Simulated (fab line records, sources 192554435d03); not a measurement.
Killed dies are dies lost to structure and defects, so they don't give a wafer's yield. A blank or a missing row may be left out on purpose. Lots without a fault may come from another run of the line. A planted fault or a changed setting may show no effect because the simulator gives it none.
fab line records | flow n5_finfet
record lots=9 wafers=27 last_day=22
route steps=1938 shown BEOL_M4@1111 BEOL_M10@1502 PASSIVATION@1936
lots that met no fault: from a run of the same line without faults
start_h: hours from the record's first day to the start of the lot's first wafer shown | wait_h: hours since the lot's step before | " the same as in the row above | L1.1+2: a row that stands for several wafers | - no value, or no start given | * or withheld: withheld | < > ~ a bound
route shown NAME@n: a module of which the file shows steps, and the number in the route of the first | usual: mean/standard deviation of fault-free wafers | same: alike in all rows | chamber/n: place in a boat | sites: the reading at each site | _std_site: their standard deviation | _edge_site: outer sites' mean less inner sites' | radius_mm: how far each site lies from the wafer's centre | mask NAME#n: copy n | behind: the tool/chamber that last shaped the wafer | hold: why the lot was held/for how many hours/how that ended | device: the transistor (n, p or np) that didn't switch | end of line: the same wafers' tests at the end of the route | a step without rows: its recipe alone | killed: dies lost to structure and defects at the first sort, not the wafer's yield | map: a wafer's dies, x killed, . not, _ none there
set.NAME: the setting as run; set.NAME@STEP: as run at that earlier step | model.NAME: the simulator's own value behind a step, which no gauge read
steps of the route over a sample of lots; a table a step, a row a wafer
services: from which hour (start_h, from the record's first day; less than 0 if before it) a tool's chamber was out of use, for how many hours, and why
## steps
# step N5_BEOL_M4_RC_MEAS_101
# usual DIBL_N=36.3/1.1 DIBL_P=36.3/1.4 IOFF_N=0.155/0.019 IOFF_P=0.211/0.027 ION_N=672/8.5 ION_P=462/5.8 SS_N=71.5/0.56 SS_P=73.3/0.52 VT_N=249.9/2.5 VT_P=-249.8/2.8
# columns lot.wafer tool chamber start_h wait_h DIBL_N[mV/V] DIBL_P[mV/V] IOFF_N[nA/um] IOFF_P[nA/um] ION_N[uA/um] ION_P[uA/um] SS_N[mV/dec] SS_P[mV/dec] VT_N[mV] VT_P[mV]
L555.1 prober-01 0 219.84 0.0 35.0 36.1 0.126 0.198 669 459 70.9 72.1 255.9 -249.1
L555.4 " 0 " " 35.6 37.4 0.148 0.235 679 473 71.3 73.1 248.9 -247.1
L555.6 " 0 " " 36.1 37.8 0.149 0.227 668 458 71.5 72.3 251.6 -248.8
L554.4 prober-01 0 228.86 0.5 35.6 36.9 0.152 0.178 669 451 71.1 73.6 248.7 -253.7
L554.5 " 0 " " 34.9 35.4 0.134 0.170 670 456 71.3 73.3 249.2 -252.4
L554.6 " 0 " " 35.7 35.9 0.153 0.178 671 455 72.0 73.3 251.5 -253.4
L568.3 prober-01 0 351.59 0.3 35.4 36.2 0.143 0.196 665 461 71.9 73.2 253.8 -252.5
L568.5 " 0 " " 35.7 37.6 0.146 0.219 669 463 71.4 73.5 252.3 -248.9
L568.6 " 0 " " 34.8 35.6 0.134 0.186 658 454 72.3 73.0 252.1 -251.9
L566.2 prober-02 0 355.04 0.2 36.0 35.6 0.151 0.238 667 468 71.7 73.2 248.3 -246.1
L566.5 " 0 " " 34.5 33.9 0.128 0.210 662 464 70.8 72.8 253.7 -245.9
L566.6 " 0 " " 36.7 36.1 0.169 0.253 682 467 71.6 72.9 245.5 -243.8
L569.1 prober-01 0 376.28 0.0 36.3 36.6 0.168 0.226 687 470 71.9 73.7 247.1 -248.9
L569.2 " 0 " " 36.7 36.6 0.178 0.231 688 471 71.6 74.1 243.7 -246.9
L569.3 " 0 " " 35.7 35.8 0.158 0.221 690 471 71.9 73.8 247.6 -246.9
L572.1 prober-02 0 390.06 0.0 36.5 36.4 0.150 0.210 676 466 71.5 72.9 250.0 -250.0
L572.5 " 0 " " 40.0 40.9 0.228 0.301 699 479 72.5 74.0 242.9 -244.8
L572.6 " 0 " " 37.1 37.2 0.171 0.236 677 471 71.1 73.1 246.3 -247.0
L567.1 prober-01 0 391.32 0.0 35.9 36.9 0.156 0.221 670 460 70.8 73.5 250.6 -248.0
L567.2 " 0 " " 34.9 36.0 0.146 0.203 679 467 71.2 73.0 247.6 -249.4
L567.3 " 0 " " 35.3 36.3 0.161 0.217 665 463 71.5 72.8 248.6 -246.2
L560.1 prober-02 0 399.64 0.0 35.6 35.6 0.134 0.184 670 460 71.4 73.3 250.1 -253.3
L560.3 " 0 " " 35.7 36.2 0.138 0.190 664 463 71.3 72.7 251.8 -253.4
L560.6 " 0 " " 36.2 36.6 0.144 0.195 668 461 71.4 73.2 250.7 -251.7
L574.3 prober-01 0 401.12 0.3 35.6 35.2 0.158 0.210 682 464 72.1 73.3 248.2 -248.4
L574.4 " 0 " " 36.3 34.7 0.159 0.200 666 459 72.0 73.4 249.2 -250.9
L574.6 " 0 " " 36.0 35.2 0.158 0.205 675 458 71.3 73.0 249.8 -249.2
# step N5_BEOL_M10_CD_MEAS_28
# recipe target_cd_nm=70 landing_energy_ev=500 detector=se_inlens polarity=opening
# usual cd_nm=69.9/0.84
# columns lot.wafer tool chamber start_h wait_h cd_nm
L555.1 cd_sem-03 0 280.23 - 68.8
L555.4 " 0 " " 69.0
L555.6 " 0 " " 68.1
L554.4 cd_sem-03 0 285.90 - 69.7
L554.5 " 0 " " 69.2
L554.6 " 0 " " 69.1
L568.3 cd_sem-03 0 397.76 - 70.9
L568.5 " 0 " " 71.0
L568.6 " 0 " " 71.1
L566.2 cd_sem-01 0 414.25 - 69.3
L566.5 " 0 " " 71.0
L566.6 " 0 " " 70.5
L569.1 cd_sem-01 0 431.69 - 69.5
L569.2 " 0 " " 69.0
L569.3 " 0 " " 69.2
L572.1 cd_sem-02 0 449.40 - 69.1
L572.5 " 0 " " 70.0
L572.6 " 0 " " 69.9
L567.1 cd_sem-03 0 450.85 - 69.5
L567.2 " 0 " " 70.5
L567.3 " 0 " " 68.6
L560.1 cd_sem-01 0 461.14 - 70.7
L560.3 " 0 " " 69.4
L560.6 " 0 " " 70.1
L574.3 cd_sem-01 0 462.55 - 67.9
L574.4 " 0 " " 69.5
L574.6 " 0 " " 68.1
# step N5_BEOL_M10_TRENCH_ETCH_37
# recipe chemistry=C4F6/O2 target_depth_a=1488.3 target=SiCOH_lowk time_s=48 ion_energy_ev=250 pressure_mtorr=30 source_w=345 bias_w=185 Ar_flow_sccm=300 C4F6_flow_sccm=10 O2_flow_sccm=10
# usual bias_w=185.0/0.52 chamber_pressure_mTorr=29.999/0.029 drypump_motor_current_A=5.7/0.41 oes_product_au=0.81/0.092 rf_vpp_V=667/7.3 showerhead_plenum_p_Torr=2.89/0.1 throttle_valve_pct=20.95/0.18
# columns lot.wafer tool chamber start_h wait_h bias_w chamber_pressure_mTorr drypump_motor_current_A oes_product_au rf_hours_counter_h rf_vpp_V showerhead_plenum_p_Torr throttle_valve_pct
L555.1 rie_diel-05 0 - - 185.5 30.004 6.3 0.85 47 682 2.88 20.88
L555.4 " 0 " " 185.0 30.021 6.3 0.85 - 681 2.88 20.88
L555.6 " 1 " " 185.6 30.017 5.4 0.88 - 663 3.02 20.74
L554.4 rie_diel-02 3 - - 185.9 30.007 5.6 0.74 182 664 2.72 21.15
L554.5 " 3 " " 185.3 30.056 5.6 0.74 - 663 2.72 21.15
L554.6 " 2 " " 184.3 29.955 5.7 0.77 - 675 2.96 21.04
L568.3 rie_diel-04 3 - - 184.8 29.994 5.1 0.88 49 666 2.88 20.79
L568.5 " 1 " " 184.6 29.996 5.5 0.80 - 664 2.74 21.15
L568.6 " 2 " " 184.2 30.021 5.2 0.90 - 659 2.79 20.74
L566.2 rie_diel-02 1 - - 185.5 29.987 5.8 0.69 242 663 2.92 21.01
L566.5 " 1 " " 185.5 30.038 5.8 0.68 - 664 2.92 20.99
L566.6 " 2 " " 186.0 30.029 5.7 0.73 - 674 2.94 21.10
L569.1 rie_diel-05 3 - - 185.7 29.965 6.6 0.97 2 662 2.91 20.78
L569.2 " 2 " " 185.1 29.998 5.7 0.87 42 657 2.90 21.02
L569.3 " 0 " " 185.2 29.997 6.3 0.81 84 680 2.87 20.93
L572.1 rie_diel-05 2 - - 184.5 30.012 5.8 0.87 47 656 2.89 21.02
L572.5 " 0 " " 184.6 29.997 6.3 0.80 - 681 2.87 20.94
L572.6 " 3 " " 184.3 29.980 6.5 0.96 - 663 2.91 20.78
L567.1 rie_diel-02 0 - - 185.2 30.008 5.6 0.93 20 678 3.03 20.63
L567.2 " 2 " " 185.7 30.023 5.7 0.73 189 675 2.93 21.12
L567.3 " 3 " " 184.5 29.973 5.6 0.70 236 660 2.70 21.24
L560.1 rie_diel-05 2 - - 184.8 29.979 5.8 0.85 51 658 2.89 21.04
L560.3 " 1 " " 184.4 29.950 5.4 0.82 84 664 3.00 20.83
L560.6 " 1 " " 185.2 30.035 5.4 0.81 - 664 3.00 20.82
L574.3 rie_diel-02 1 - - 185.3 29.976 5.8 0.97 3 662 2.91 20.65
L574.4 " 2 " " 185.7 29.980 5.7 0.72 195 674 2.93 21.12
L574.6 " 2 " " 185.0 30.045 5.7 0.72 - 672 2.93 21.12
# step N5_BEOL_M10_ALD_74
# recipe material=TaN target_thk_a=20 temp_c=275 ald_precursor_family=PDMAT ald_co_reactant=NH3 pressure_torr=3 carrier_flow_sccm=1500 pulse_time_s=2 purge_time_s=3 co_reactant_purge_time_s=2 co_reactant_pulse_time_s=3 ald_cycles=40 precursor_vessel_temp_c=75 precursor_vessel_pressure_torr=26.25 precursor_vessel_carrier_sccm=1000
# usual ald_cycles=40/0 chamber_pressure_Torr=2.999/0.007 heater_power_w=402/50 precursor_vessel_carrier_sccm=1000/3.1
# columns lot.wafer tool chamber start_h wait_h ald_cycles chamber_pressure_Torr heater_power_w precursor_vessel_carrier_sccm
L555.1 ald_metal-01 0 281.72 0.3 40 2.995 356 1001
L555.4 " 1 " " 40 2.988 394 999
L555.6 " 2 " " 40 2.994 355 1002
L554.4 ald_metal-02 0 287.12 0.0 40 3.001 344 998
L554.5 " 3 " " 40 2.995 444 1000
L554.6 " 2 " " 40 2.992 479 1002
L568.3 ald_metal-01 0 399.62 0.1 40 3.008 344 999
L568.5 " 1 " " 40 2.988 388 994
L568.6 " 3 " " 40 2.995 352 1000
L566.2 ald_metal-01 3 415.69 0.0 - - - -
L566.5 " 0 " " - - - -
L566.6 " 3 " " - - - -
L569.1 ald_metal-01 1 433.26 0.1 40 3.003 385 1003
L569.2 " 2 " " 40 3.002 409 1003
L569.3 " 0 " " 40 3.005 333 999
L572.1 ald_metal-01 3 451.76 0.0 40 3.000 337 1005
L572.5 " 3 " " 40 2.994 343 1004
L572.6 " 2 " " 40 2.983 404 999
L567.1 ald_metal-01 1 452.35 0.1 40 3.008 386 1002
L567.2 " 3 " " 40 2.995 347 1001
L567.3 " 0 " " 40 2.992 340 997
L560.1 ald_metal-01 2 462.92 0.1 - - - -
L560.3 " 3 " " - - - -
L560.6 " 3 " " - - - -
L574.3 ald_metal-04 2 464.16 0.0 40 3.006 404 997
L574.4 " 0 " " 40 2.990 426 999
L574.6 " 0 " " 40 2.999 426 1004
# step N5_BEOL_M10_CMP_52
# recipe stop_on=SiCOH_lowk t_overpolish_s=7 down_force_psi=1 platen_rpm=50 clearing_platen_down_force_psi=1.5 clearing_platen_rpm=50 post_cmp_clean=cu_alkaline target_thk_nm=140 clearing_platen_pad_velocity_m_s=0.99484 pad_velocity_m_s=0.99484
# usual barrier_field_endpoint_s=29.0/0.63 clearing_platen_rpm=50.000/0.025 motor_current_A=6.2/0.54
# columns lot.wafer tool chamber start_h wait_h barrier_field_endpoint_s clearing_platen_rpm motor_current_A
L555.4 cmp-04 0 282.77 0.1 29.2 50.025 6.1
L555.1 " 3 " " 28.9 49.984 6.9
L555.6 " 0 " " 28.0 49.996 5.6
L554.4 cmp-03 0 288.70 0.3 28.6 49.923 6.0
L554.6 " 0 " " 28.2 50.030 5.9
L554.5 " 1 " " 28.3 50.028 6.2
L568.3 cmp-04 3 401.63 0.2 29.0 49.997 6.7
L568.5 " 2 " " 29.7 50.018 6.0
L568.6 " 3 " " 30.1 49.974 6.3
L566.2 cmp-01 2 416.89 0.2 26.7 49.960 6.8
L566.5 " 1 " " 26.0 50.015 4.8
L566.6 " 2 " " 26.3 50.008 6.8
L569.2 cmp-03 3 434.35 0.2 29.6 49.985 6.6
L569.1 " 1 " " 28.3 50.043 6.5
L569.3 " 2 " " 29.3 50.005 5.5
L572.1 cmp-04 3 452.94 0.3 28.8 49.953 6.2
L572.6 " 2 " " 28.3 49.991 6.0
L572.5 " 3 " " 29.7 50.016 6.4
L567.1 cmp-03 1 453.71 0.4 28.9 50.003 6.2
L567.3 " 3 " " 28.8 49.958 6.5
L567.2 " 0 " " 28.1 50.000 6.1
L560.3 cmp-03 2 464.26 0.2 25.8 49.978 5.7
L560.1 " 3 " " 25.9 50.004 6.5
L560.6 " 2 " " 26.8 50.009 5.6
L574.3 cmp-04 3 465.21 0.2 29.7 49.971 6.6
L574.4 " 1 " " 29.9 49.991 7.2
L574.6 " 0 " " 29.0 50.030 6.2
# step N5_BEOL_M10_DEP_56
# recipe material=SiCN target_thk_a=150 temp_c=withheld precursor=3MS/NH3 pressure_torr=3 rf_w=202 time_s=26.5
# usual chamber_pressure_Torr=3.000/0.0059 showerhead_plenum_p_Torr=3.661/0.012 throttle_valve_pct=9.1/0.45
# columns lot.wafer tool chamber start_h wait_h chamber_pressure_Torr showerhead_plenum_p_Torr throttle_valve_pct
L555.1 pecvd-01 2 283.12 0.0 3.002 3.662 8.6
L555.4 " 0 " " 3.011 3.653 10.0
L555.6 " 1 " " 2.991 3.681 9.0
L554.4 pecvd-03 1 289.08 0.0 2.995 3.640 9.4
L554.5 " 2 " " 3.003 3.655 8.3
L554.6 " 0 " " 2.989 3.661 9.1
L568.3 pecvd-01 2 401.95 0.0 3.006 3.667 8.5
L568.5 " 1 " " 2.991 3.685 8.9
L568.6 " 2 " " 3.003 3.658 8.9
L566.2 pecvd-04 2 417.22 0.0 2.997 3.656 9.1
L566.5 " 0 " " 3.007 3.653 9.3
L566.6 " 2 " " 2.999 3.652 9.3
L569.1 pecvd-04 1 434.70 0.0 2.995 3.678 8.7
L569.2 " 0 " " 3.000 3.651 9.3
L569.3 " 2 " " 2.998 3.653 9.5
L572.1 pecvd-01 1 453.26 0.0 3.007 3.668 9.0
L572.5 " 1 " " 3.008 3.684 8.8
L572.6 " 2 " " 3.000 3.670 8.5
L567.1 pecvd-03 2 454.07 0.0 3.002 3.654 8.9
L567.2 " 1 " " 3.012 3.641 9.1
L567.3 " 0 " " 3.002 3.663 9.5
L560.1 pecvd-01 1 464.61 0.0 2.997 3.668 9.1
L560.3 " 2 " " 2.999 3.666 8.8
L560.6 " 1 " " 2.994 3.678 9.1
L574.3 pecvd-03 1 465.57 0.0 3.003 3.646 9.0
L574.4 " 0 " " 3.008 3.667 9.4
L574.6 " 2 " " 2.999 3.660 8.8
# step N5_PASSIVATION_PROBE_49
# usual defect_limited_yield=91.4/1.2 killed_at_M0_to_M3=34/10 killed_at_M4_up=14/5.1 killed_at_contacts=12/6.4 killed_at_front_end=38/9.3 killed_at_other=4/3 killed_dies=102/15 killed_on_rim=13/3.6 killed_open=67/12 killed_short=33/6.9 sort_bin_4_leakage=0/0 sort_bin_5_function=5.0/0.86 sort_bin_6_memory=3.2/0.58 sort_n_pass=1078/15 sort_yield_pct=91.4/1.2
# same gross_dies=1180 killed_at_back_side=0 sort_bin_8_speed[%]=0
# columns lot.wafer tool chamber start_h wait_h defect_limited_yield[%] killed_at_M0_to_M3 killed_at_M4_up killed_at_contacts killed_at_front_end killed_at_other killed_dies killed_on_rim killed_open killed_short sort_bin_4_leakage[%] sort_bin_5_function[%] sort_bin_6_memory[%] sort_n_pass sort_yield_pct[%]
L555.1 prober-01 - 330.42 0.0 89.8 29 30 24 33 4 120 10 80 36 0 6.0 3.8 1060 89.8
L555.4 prober-01 - 330.57 0.2 90.7 35 14 11 45 5 110 11 77 33 0 5.7 3.2 1070 90.7
L555.6 prober-01 - 330.67 0.3 91.4 33 13 21 33 2 102 12 75 25 0 5.2 3.3 1078 91.4
L554.4 prober-01 - 337.80 0.2 91.7 48 14 8 25 3 98 15 68 26 0 4.7 3.2 1082 91.7
L554.5 prober-01 - 337.85 0.2 90.3 42 24 6 39 3 114 8 74 39 0 6.1 3.2 1066 90.3
L554.6 prober-01 - 337.90 0.3 88.6 52 20 3 59 1 135 15 85 44 0 6.4 4.5 1045 88.6
L568.3 prober-02 - 451.93 0.1 89.9 32 20 11 51 5 119 20 81 36 0 6.3 3.5 1061 89.9
L568.5 prober-02 - 452.03 0.2 93.6 20 9 8 31 7 75 6 51 23 0 3.3 2.6 1105 93.6
L568.6 prober-02 - 452.08 0.3 90.3 42 10 5 49 8 114 11 65 47 0 4.9 4.2 1066 90.3
L566.2 prober-02 - 468.68 0.3 0 22 1086 18 48 6 1180 152 64 36 91.36 4.9 3.3 0 0
L566.5 prober-02 - 468.83 0.4 0 29 1101 18 32 0 1180 152 61 27 92.54 4.2 3.1 0 0
L566.6 prober-02 - 468.88 0.5 0 34 1084 10 51 1 1180 152 60 46 91.02 5.8 2.5 0 0
L569.1 prober-01 - 485.54 0.0 90.9 36 19 7 39 6 107 19 72 27 0 5.4 3.2 1073 90.9
L569.2 prober-01 - 485.59 0.1 91.9 23 20 18 34 1 96 7 74 21 0 4.9 3.0 1084 91.9
L569.3 prober-01 - 485.64 0.1 93.1 19 16 2 44 1 82 13 52 29 0 3.7 2.8 1098 93.1
L567.1 prober-01 - 505.24 0.0 92.9 18 12 7 43 4 84 10 53 28 0 3.6 3.0 1096 92.9
L567.2 prober-01 - 505.29 0.1 91.5 40 19 3 33 5 100 13 69 30 0 5.1 3.1 1080 91.5
L567.3 prober-01 - 505.34 0.1 90.9 42 23 4 37 1 107 13 70 37 0 6.4 2.5 1073 90.9
L572.1 prober-01 - 508.95 0.0 91.9 21 8 7 56 3 95 11 73 20 0 4.7 3.2 1085 91.9
L572.5 prober-01 - 509.15 0.2 91.9 18 11 3 50 14 96 10 59 34 0 4.5 3.5 1084 91.9
L572.6 prober-01 - 509.20 0.3 91.1 14 10 22 53 6 105 12 64 35 0 5.8 3.0 1075 91.1
L574.3 prober-01 - 511.95 0.1 90.5 61 10 10 31 0 112 21 74 38 0 5.6 3.4 1068 90.5
L574.4 prober-01 - 512.00 0.2 89.2 66 19 3 39 0 127 12 80 45 0 6.1 3.9 1053 89.2
L574.6 prober-01 - 512.10 0.3 91.4 46 10 10 35 0 101 12 64 36 0 4.6 3.7 1079 91.4
L560.1 prober-01 - 517.10 0.0 0 26 1100 16 35 3 1180 152 61 36 91.44 4.7 3.1 0 0
L560.3 prober-01 - 517.20 0.1 0 22 1110 8 38 2 1180 152 57 24 93.14 3.9 2.7 0 0
L560.6 prober-01 - 517.35 0.3 0 18 1112 9 35 6 1180 152 53 24 93.47 4.1 2.4 0 0
# killed by level:class
L555.1 MOL_CONTACT_COAG:geometric_particle:open=16 BEOL_M3:geometric_particle:open=12 BEOL_M4:geometric_particle:open=9 MOL_CONTACT_COAG:geometric_particle:short=8 FIN_SAQP:geometric_particle:open=7 BEOL_M2:geometric_particle:open=5 FIN_SAQP:geometric_particle:short=4 STI_FIN_REVEAL:geometric_particle:open=4
L555.4 BEOL_M3:geometric_particle:open=11 FIN_SAQP:geometric_particle:open=10 BEOL_M2:geometric_particle:open=8 MOL_CONTACT_COAG:geometric_particle:open=7 BEOL_M4:geometric_particle:open=7 FIN_SAQP:geometric_particle:short=6 STI_FIN_REVEAL:geometric_particle:open=6 STARTING-WAFER:geometric_particle:short=5
L555.6 MOL_CONTACT_COAG:geometric_particle:open=19 FIN_SAQP:geometric_particle:open=11 BEOL_M3:geometric_particle:open=10 BEOL_M4:geometric_particle:open=7 BEOL_M1:geometric_particle:open=5 FIN_SAQP:geometric_particle:short=4 BEOL_M0_SAQP:geometric_particle:open=4 STI_FIN_REVEAL:geometric_particle:short=3
L554.4 BEOL_M0_SAQP:geometric_particle:open=14 FIN_SAQP:geometric_particle:open=12 BEOL_M0_SAQP:geometric_particle:short=12 BEOL_M3:geometric_particle:open=11 MOL_CONTACT_COAG:geometric_particle:open=7 BEOL_M1:geometric_particle:open=4 BEOL_M2:geometric_particle:open=4 DUMMY_GATE:geometric_particle:open=3
L554.5 FIN_SAQP:geometric_particle:open=18 BEOL_M0_SAQP:geometric_particle:short=11 BEOL_M4:geometric_particle:open=10 BEOL_M0_SAQP:geometric_particle:open=8 BEOL_M3:geometric_particle:open=7 GATE_CUT:geometric_particle:short=6 FIN_SAQP:geometric_particle:short=5 MOL_CONTACT_COAG:geometric_particle:open=5
L554.6 BEOL_M0_SAQP:geometric_particle:open=16 BEOL_M0_SAQP:geometric_particle:short=15 FIN_SAQP:geometric_particle:open=14 STI_FIN_REVEAL:geometric_particle:open=12 FIN_SAQP:geometric_particle:short=8 BEOL_M4:geometric_particle:open=8 BEOL_M3:geometric_particle:open=8 DUMMY_GATE:geometric_particle:open=6
L568.3 STI_FIN_REVEAL:geometric_particle:open=13 BEOL_M4:geometric_particle:open=9 BEOL_M3:geometric_particle:open=9 DUMMY_GATE:geometric_particle:open=8 MOL_CONTACT_COAG:geometric_particle:open=8 FIN_SAQP:geometric_particle:open=7 BEOL_M0_SAQP:geometric_particle:short=6 STARTING-WAFER:geometric_particle:short=5
L568.5 STI_FIN_REVEAL:geometric_particle:open=9 BEOL_M0_SAQP:geometric_particle:open=6 FIN_SAQP:geometric_particle:short=5 BEOL_M1:geometric_particle:open=5 BEOL_M4:geometric_particle:open=5 MOL_CONTACT_COAG:geometric_particle:short=4 MOL_CONTACT_COAG:geometric_particle:open=4 STI_FIN_REVEAL:geometric_particle:short=3
L568.6 STI_FIN_REVEAL:geometric_particle:open=16 BEOL_M0_SAQP:geometric_particle:short=15 BEOL_M0_SAQP:geometric_particle:open=9 FIN_SAQP:geometric_particle:short=7 BEOL_M1:geometric_particle:open=7 FIN_SAQP:geometric_particle:open=5 MOL_CONTACT_COAG:geometric_particle:open=5 BEOL_M2:geometric_particle:open=5
L566.2 BEOL_M10:area_ald=1077 MOL_CONTACT_COAG:geometric_particle:open=12 STI_FIN_REVEAL:geometric_particle:open=10 FIN_SAQP:geometric_particle:open=9 DUMMY_GATE:geometric_particle:open=7 GATE_CUT:geometric_particle:short=7 MOL_CONTACT_COAG:geometric_particle:short=6 BEOL_M1:geometric_particle:open=4
L566.5 BEOL_M10:area_ald=1090 MOL_CONTACT_COAG:geometric_particle:open=14 BEOL_M2:geometric_particle:open=9 FIN_SAQP:geometric_particle:short=8 BEOL_M0_SAQP:geometric_particle:short=7 BEOL_M4:geometric_particle:open=6 STARTING-WAFER:geometric_particle:open=5 FIN_SAQP:geometric_particle:open=4
L566.6 BEOL_M10:area_ald=1073 GATE_CUT:geometric_particle:short=10 FIN_SAQP:geometric_particle:short=8 BEOL_M0_SAQP:geometric_particle:short=8 BEOL_M2:geometric_particle:open=8 MOL_CONTACT_COAG:geometric_particle:open=7 BEOL_M0_SAQP:geometric_particle:open=7 STARTING-WAFER:geometric_particle:short=6
L569.1 BEOL_M4:geometric_particle:open=10 DUMMY_GATE:geometric_particle:open=9 MOL_CONTACT_COAG:geometric_particle:open=7 BEOL_M3:geometric_particle:open=7 BEOL_M0_SAQP:geometric_particle:short=6 DUMMY_GATE:geometric_particle:short=5 GATE_CUT:geometric_particle:short=5 BEOL_M0_SAQP:geometric_particle:open=5
L569.2 MOL_CONTACT_COAG:geometric_particle:open=16 BEOL_M0_SAQP:geometric_particle:open=9 BEOL_M4:geometric_particle:open=9 BEOL_M2:geometric_particle:open=8 FIN_SAQP:geometric_particle:open=5 GATE_CUT:geometric_particle:open=5 STI_FIN_REVEAL:geometric_particle:open=5 FIN_SAQP:geometric_particle:short=4
L569.3 STI_FIN_REVEAL:geometric_particle:open=8 DUMMY_GATE:geometric_particle:open=8 BEOL_M4:geometric_particle:open=8 FIN_SAQP:geometric_particle:short=4 GATE_CUT:geometric_particle:open=4 GATE_CUT:geometric_particle:short=4 BEOL_M0_SAQP:geometric_particle:open=4 BEOL_M0_SAQP:geometric_particle:short=4
L567.1 FIN_SAQP:geometric_particle:open=10 DUMMY_GATE:geometric_particle:open=5 MOL_CONTACT_COAG:geometric_particle:open=5 FIN_SAQP:geometric_particle:short=4 DUMMY_GATE:geometric_particle:short=4 BEOL_M0_SAQP:geometric_particle:short=4 STI_FIN_REVEAL:geometric_particle:open=3 BEOL_M0_SAQP:geometric_particle:open=3
L567.2 BEOL_M2:geometric_particle:open=9 BEOL_M0_SAQP:geometric_particle:open=8 BEOL_M0_SAQP:geometric_particle:short=8 STI_FIN_REVEAL:geometric_particle:open=7 DUMMY_GATE:geometric_particle:open=7 BEOL_M4:geometric_particle:open=7 BEOL_M1:geometric_particle:open=4 BEOL_M3:geometric_particle:open=4
L567.3 BEOL_M4:geometric_particle:open=11 BEOL_M0_SAQP:geometric_particle:short=10 BEOL_M0_SAQP:geometric_particle:open=9 BEOL_M2:geometric_particle:open=9 DUMMY_GATE:geometric_particle:open=8 STI_FIN_REVEAL:geometric_particle:open=7 STARTING-WAFER:geometric_particle:short=6 BEOL_M1:geometric_particle:open=5
L572.1 STI_FIN_REVEAL:geometric_particle:open=24 BEOL_M1:geometric_particle:open=10 MOL_CONTACT_COAG:geometric_particle:open=7 FIN_SAQP:geometric_particle:open=5 GATE_CUT:geometric_particle:short=5 STARTING-WAFER:geometric_particle:open=5 FIN_SAQP:geometric_particle:short=4 DUMMY_GATE:geometric_particle:open=3
L572.5 FIN_SAQP:geometric_particle:open=11 FIN_SAQP:geometric_particle:short=11 STI_FIN_REVEAL:geometric_particle:open=9 BEOL_M2:geometric_particle:open=8 DUMMY_GATE:geometric_particle:open=4 BEOL_M3:geometric_particle:open=4 PAD_METAL:geometric_particle:short=4 SPACER0:geometric_particle:open=3
L572.6 STI_FIN_REVEAL:geometric_particle:open=16 MOL_CONTACT_COAG:geometric_particle:open=13 MOL_CONTACT_COAG:geometric_particle:short=6 SPACER0:geometric_particle:short=5 GATE_CUT:geometric_particle:short=5 BEOL_M2:geometric_particle:open=4 STARTING-WAFER:geometric_particle:short=4 STARTING-WAFER:geometric_particle:open=4
L574.3 BEOL_M0_SAQP:geometric_particle:open=16 BEOL_M0_SAQP:geometric_particle:short=15 BEOL_M2:geometric_particle:open=11 MOL_CONTACT_COAG:geometric_particle:open=7 STI_FIN_REVEAL:geometric_particle:open=6 BEOL_M3:geometric_particle:open=6 FIN_SAQP:geometric_particle:open=5 GATE_CUT:geometric_particle:short=4
L574.4 BEOL_M0_SAQP:geometric_particle:short=14 BEOL_M2:geometric_particle:open=13 BEOL_M4:geometric_particle:open=9 FIN_SAQP:geometric_particle:open=8 GATE_CUT:geometric_particle:short=8 BEOL_M1:geometric_particle:open=8 BEOL_M3:geometric_particle:open=8 BEOL_M0:geometric_particle:open=7
L574.6 BEOL_M0_SAQP:geometric_particle:open=12 BEOL_M1:geometric_particle:open=11 MOL_CONTACT_COAG:geometric_particle:open=9 STI_FIN_REVEAL:geometric_particle:open=7 FIN_SAQP:geometric_particle:short=6 GATE_CUT:geometric_particle:short=6 BEOL_M3:geometric_particle:short=6 BEOL_M0_SAQP:geometric_particle:short=5
L560.1 BEOL_M10:area_ald=1077 BEOL_M4:geometric_particle:open=12 MOL_CONTACT_COAG:geometric_particle:open=10 STI_FIN_REVEAL:geometric_particle:open=8 GATE_CUT:geometric_particle:short=7 FIN_SAQP:geometric_particle:short=6 MOL_CONTACT_COAG:geometric_particle:short=6 BEOL_M0_SAQP:geometric_particle:short=6
L560.3 BEOL_M10:area_ald=1099 BEOL_M2:geometric_particle:open=11 STI_FIN_REVEAL:geometric_particle:open=10 FIN_SAQP:geometric_particle:open=9 FIN_SAQP:geometric_particle:short=7 MOL_CONTACT_COAG:geometric_particle:open=7 BEOL_M0_SAQP:geometric_particle:open=3 BEOL_M0_SAQP:geometric_particle:short=3
L560.6 BEOL_M10:area_ald=1103 STI_FIN_REVEAL:geometric_particle:open=10 MOL_CONTACT_COAG:geometric_particle:open=8 FIN_SAQP:geometric_particle:short=7 FIN_SAQP:geometric_particle:open=5 BEOL_M2:geometric_particle:open=5 GATE_CUT:geometric_particle:short=4 BEOL_M0_SAQP:geometric_particle:open=4
## services
# columns tool chamber start_h hours kind
cmp-04 - 264.82 0.8 repair
cmp-03 - 270.86 1.0 repair
ald_metal-04 - 277.92 8.7 pm
cmp-04 - 288.21 0.8 repair
cmp-03 - 303.08 2.8 repair
cmp-04 - 303.73 2.6 repair
cmp-03 - 313.46 4.0 pm
pecvd-01 0 331.19 20.5 repair
rie_diel-05 1 333.99 5.9 repair
rie_diel-02 3 335.79 4.6 repair
cmp-03 - 336.82 3.6 repair
ald_metal-01 - 337.25 14.0 pm
pecvd-04 - 343.78 0.7 repair
cmp-03 - 357.64 2.2 pm
pecvd-01 - 367.97 1.2 repair
ald_metal-01 2 395.36 5.5 repair
pecvd-01 - 402.06 1.0 repair
cmp-04 - 410.30 0.6 repair
pecvd-04 1 411.59 7.1 repair
cmp-03 - 416.98 0.5 repair
rie_diel-02 0 421.32 2.2 repair
pecvd-01 - 432.73 5.5 pm
cmp-04 - 435.98 3.0 pm
cmp-04 - 453.98 4.5 repair
## key
first_sign step=N5_BEOL_M10_ALD_74 reading=tool_record direction=missing
effect step=N5_BEOL_M10_CMP_52 reading=barrier_field_endpoint_s direction=down sigmas=4.4 usual=29.0 struck=26.3
effect step=N5_PASSIVATION_PROBE_49 reading=sort_bin_4_leakage direction=up sigmas=99+ usual=0 struck=92.16
more_kills_born_at N5_BEOL_M10_ALD_74@ald_metal-01=6525
met_at N5_BEOL_M10_ALD_74
struck_lots L560,L566
later_rows_left_out L560.1,L560.3,L560.6,L566.2,L566.5,L566.6
not_acting_at N5_BEOL_M10_CD_MEAS_28,N5_BEOL_M10_TRENCH_ETCH_37,N5_BEOL_M10_DEP_56
onset_between 399.62 415.69
fault kind=skipped_step_whole tool=ald_metal-01 chamber=- onset_h=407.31 steps=N5_BEOL_M10_ALD_74 scope=struck_lots_only
# later_rows_left_out: the simulator's readings of these wafers behind a module that went badly wrong aren't trusted and aren't shown, but for the sort
